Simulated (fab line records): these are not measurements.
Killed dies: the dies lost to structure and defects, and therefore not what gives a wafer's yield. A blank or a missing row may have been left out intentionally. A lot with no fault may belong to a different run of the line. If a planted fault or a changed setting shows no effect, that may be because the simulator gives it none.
A single fault, viewed from 2 desks ; flow n5Finfet ; what lay behind the numbers comes last; until then each desk has only its own

AT THE TOOL OWNER'S DESK: lithoTrack-03
The tool's own readings at N5_BEOL_M1_COAT_05 (resist thk 30 nm): means of the sampled wafers that have a number, for each lot that ran on this tool. The brackets show how far a lot's mean lies from the usual mean; more than 4 standard deviations puts the lot out of limits, marked OUT.
Columns: A = spinSpeedRpm at N5_BEOL_M1_COAT_05, usual 1500.2 rpm
lot;first seen here;A
L911;day 6 09:26;1499.7
L916;day 7 14:11;1422.1 (-71) OUT
L917;day 8 00:38;1421.8 (-71) OUT
Finding of this desk: L916, L917 out of limits; the first was L916 at day 7 14:11, on spinSpeedRpm at N5_BEOL_M1_COAT_05. L911 stayed within limits.

THE METROLOGY DESK
What the gauges read for every lot (on any tool): the sampled wafers with a number, averaged. The brackets show how far a lot's mean lies from the usual mean; more than 4 standard deviations puts the lot out of limits, marked OUT. Only the readings that lie furthest out on some lot appear, 7 of the 10 it has.
Columns: A = DIBL_N at N5_BEOL_M4_RC_MEAS_101, usual 36.0 mV/V; B = DIBL_P at N5_BEOL_M4_RC_MEAS_101, usual 35.9 mV/V; C = IOFF_N at N5_BEOL_M4_RC_MEAS_101, usual 0.16 nA/um; D = IOFF_P at N5_BEOL_M4_RC_MEAS_101, usual 0.21 nA/um; E = SS_P at N5_BEOL_M4_RC_MEAS_101, usual 73.2 mV/dec; F = VT_N at N5_BEOL_M4_RC_MEAS_101, usual 250 mV; G = VT_P at N5_BEOL_M4_RC_MEAS_101, usual -251 mV
lot;first seen here;A;B;C;D;E;F;G
L911;day 7 19:51;35.1;33.0;0.16;0.20;73.1;247;-248
L916;day 9 07:51;36.0;36.3;0.16;0.21;73.4;250;-249
L917;day 9 13:07;35.0;34.8;0.15;0.20;73.0;249;-251
L932;day 13 12:46;34.2;33.6;0.12;0.16;72.4;254;-255
Result from this desk: across the 4 lots, nothing is out of limits.

TAKEN TOGETHER
An alarm could have come from the tool owner's desk at day 7 14:11, on L916, L917.
From the metrology desk's view, nothing was out of limits.
The metrology desk holds a record of L916, L917, inside its limits.
On lithoTrack-03, each named lot ran N5_BEOL_M1_COAT_05.

WHAT HAD BEEN PUT IN BY THE SIMULATOR
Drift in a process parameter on lithoTrack-03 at N5_BEOL_M1_COAT_05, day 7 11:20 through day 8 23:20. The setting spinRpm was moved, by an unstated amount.
Struck lots among those shown: L916, L917.
Hours from the fault's start to each desk's first reading out of limits: the tool owner's desk, 3.
